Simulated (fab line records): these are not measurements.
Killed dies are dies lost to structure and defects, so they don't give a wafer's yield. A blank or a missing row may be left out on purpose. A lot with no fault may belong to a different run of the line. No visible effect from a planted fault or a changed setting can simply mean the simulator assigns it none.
Which tool was responsible? | flow nand-harc | 18 wafers from 6 lots sampled at 5 of the route's 1159 steps

WHAT EACH GAUGE READ, for each wafer
NHARC_END_SORT_01.
lot  | measured     | on        | killed-at-array
L975 | day 22 01:53 | prober-01 | 30 30 27
L983 | day 24 16:13 | prober-01 | 32 29

EACH LOT AND THE TOOL THAT RAN IT (in order: tool; ch and the chambers of the sampled wafers; start)
lot  | NHARC_P_ZERO_WELL_PECVD_02     | NHARC_P_ZERO_WELL_DESCUM_13       | NHARC_P_ZERO_WELL_DESCUM_54       | NHARC_P_STI_CMP_21
L967 | pecvd-03 ch 0,1, day 2 00:34   | rie-diel-04 ch 0,3, day 2 01:31   | rie-diel-10 ch 2,3, day 2 08:33   | cmp-04 ch 0,1, day 4 01:23
L970 | pecvd-04 ch 0,1,2, day 2 18:29 | rie-diel-10 ch 1,2,3, day 2 19:19 | rie-diel-10 ch 0,3, day 2 23:50   | cmp-04 ch 0,1,2, day 4 09:44
L975 | pecvd-03 ch 0,1,2, day 4 00:31 | rie-diel-09 ch 2,3, day 4 01:25   | rie-diel-10 ch 0,1, day 4 05:56   | cmp-03 ch 0,2,3, day 5 14:40
L978 | pecvd-02 ch 0,1,2, day 4 18:28 | rie-diel-04 ch 0,2,3, day 4 19:17 | rie-diel-04 ch 0,1,3, day 4 23:50 | cmp-04 ch 1,2,3, day 6 13:12
L980 | pecvd-03 ch 0,1,2, day 5 06:35 | rie-diel-04 ch 0,1, day 5 07:31   | rie-diel-09 ch 1,2, day 5 12:16   | cmp-01 ch 2,3, day 7 07:00
L983 | pecvd-04 ch 0,1,2, day 6 00:27 | rie-diel-04 ch 0,2, day 6 01:18   | rie-diel-10 ch 0,1,2, day 6 05:43 | cmp-04 ch 0,1,2, day 7 19:23
- NHARC_P_ZERO_WELL_PECVD_02: deposits SiO2, target thk 10 nm.
- NHARC_P_ZERO_WELL_DESCUM_13: chemistry O2, time 3 s.
- NHARC_P_ZERO_WELL_DESCUM_54: chemistry O2, time 3 s.
- NHARC_P_STI_CMP_21: polishes, t overpolish 20 s, target thk 380.67 nm.

THE ANSWER, worked out from the rows above alone
Rule: the usual values come from the lots themselves. Put in order of their means at a reading, lots are off if they are a third of the lots or fewer, leave a main group of 4 or more, and stand apart from it by a gap of 3 or more times the standard deviation of the main group's means; of several such gaps the widest counts. A main group is skipped when, at the precision printed for the reading in the tables above, its means are all equal. A lot without any number at a reading at which 4 lots or more have one is off too. The other lots that the step has rows for count as sound.
No lot is off on any of the readings shown, so nothing can be concluded from this.

WHAT WAS PUT IN BY THE SIMULATOR
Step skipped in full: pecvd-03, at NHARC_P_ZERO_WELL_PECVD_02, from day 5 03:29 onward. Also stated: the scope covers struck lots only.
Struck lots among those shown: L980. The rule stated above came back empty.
